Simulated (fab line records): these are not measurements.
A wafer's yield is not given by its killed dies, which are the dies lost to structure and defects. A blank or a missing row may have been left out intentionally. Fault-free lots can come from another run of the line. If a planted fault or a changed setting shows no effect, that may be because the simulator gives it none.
Problem report, 8D (eight disciplines) form, completed by code + flow nandHarc + the parts of the form that need people (team, actions taken, sign-off) are left out

## 1. WHAT IS WRONG
NHARC_END_SORT_01, killedAtOther: mean 642.0 over 1 wafer from 1 lot; wafers with no fault: 1.1, standard deviation 1.4. That is +99 or more standard deviations from the usual mean.
First seen on wafer L697.2, day 31 01:08, on prober-01. At this step, 6 wafers from 2 lots have a number in the record. Rule for "out", or "out of limits": more than 4 standard deviations from the usual mean. All remaining wafers that have a number are taken as sound.

## 2. WHAT THIS IS AND IS NOT
| question                    | is                                            | is not                                                             |
|-----------------------------|-----------------------------------------------|--------------------------------------------------------------------|
| which readings at this step | killedAtOther, defectLimitedYield, killedDies | killedAtArray, killedAtPeriphery, killedOpen                       |
| which lots                  | L697                                          | L682                                                               |
| which wafers of those lots  | L697.2                                        | L697.4, L697.5                                                     |
| read on which gauges        | prober-01                                     | prober-02                                                          |
| when                        | from day 31 01:08                             | up to then (3 sound wafers); but 2 sound wafers of L697 came after |

## 3. THE SUSPECTS, EACH WITH WHAT RULES IT OUT
Counting: a tool at a process step up to the reading stays a suspect if it ran every lot that is out. Sound lots after the first of them don't rule it out here, since some wafers of a struck lot are sound.
- the gauge at NHARC_END_SORT_01: kept. All the wafers that are out were read on prober-01, and no step on other tools shows them out.
- rieDiel-02 at NHARC_HYBRID_BOND_ACTIVATE_00 (chemistry N2, time 60 s): kept. L697, the lot that is out, went through it at day 29 21:50; up to then, the latest sound lot through it was L682 at day 24 13:58.
- ecdCu-02 at NHARC_THIN_TSV_ECD_20 (material Cu, target thk 2000 nm): kept. It ran the lot that is out, L697 (day 30 14:02).
- rieDiel-13 at NHARC_THIN_TSV_DESCUM_35 (chemistry O2, time 3 s): kept. It ran the lot that is out, L697 (day 30 16:40).
- Within rieDiel-13 at NHARC_THIN_TSV_DESCUM_35: the wafers that are out ran in chamber 2; their sound lot-mates ran in chambers 1, 3.
Left after counting: rieDiel-02 at NHARC_HYBRID_BOND_ACTIVATE_00, ecdCu-02 at NHARC_THIN_TSV_ECD_20, rieDiel-13 at NHARC_THIN_TSV_DESCUM_35, prober-01 at NHARC_END_SORT_01.

## 4. THE CAUSE (what the simulator had put in)
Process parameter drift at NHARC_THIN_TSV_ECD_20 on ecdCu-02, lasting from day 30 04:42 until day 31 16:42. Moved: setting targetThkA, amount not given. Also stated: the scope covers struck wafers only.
Of the 4 suspects that counting leaves, this tool is one.

## 5. THE CHAIN OF EFFECTS, in route order
One row per reading whose mean, taken over the struck wafers that have a number, lies over 3 standard deviations from the usual. Only readings whose record carries a usual standard deviation are examined. hours: median over the lots of the time between each lot's start at the first step of this table that gives one and its start at this step. sigmas: the change, counted in usual standard deviations.
| hours | step              | reading            | usual  | on struck wafers | change | sigmas      |
|-------|-------------------|--------------------|--------|------------------|--------|-------------|
| 0     | NHARC_END_SORT_01 | defectLimitedYield | 91.2 % | 0.1              | -91.1  | -36         |
| 0     | NHARC_END_SORT_01 | killedAtOther      | 1.1    | 642.0            | +640.9 | +99 or more |
| 0     | NHARC_END_SORT_01 | killedDies         | 59     | 676              | +617   | +36         |

## 6. HOW IT WOULD HAVE BEEN CAUGHT EARLIER
20 hours passed between the start of the fault at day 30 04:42 and the first reading out of limits at a measuring or inspecting step in this record, taken at day 31 01:08.
By day 31 01:08, every lot that is out (1) had started NHARC_THIN_TSV_ECD_20 on ecdCu-02. Had the tool been put on hold then, not one of them would have been saved.
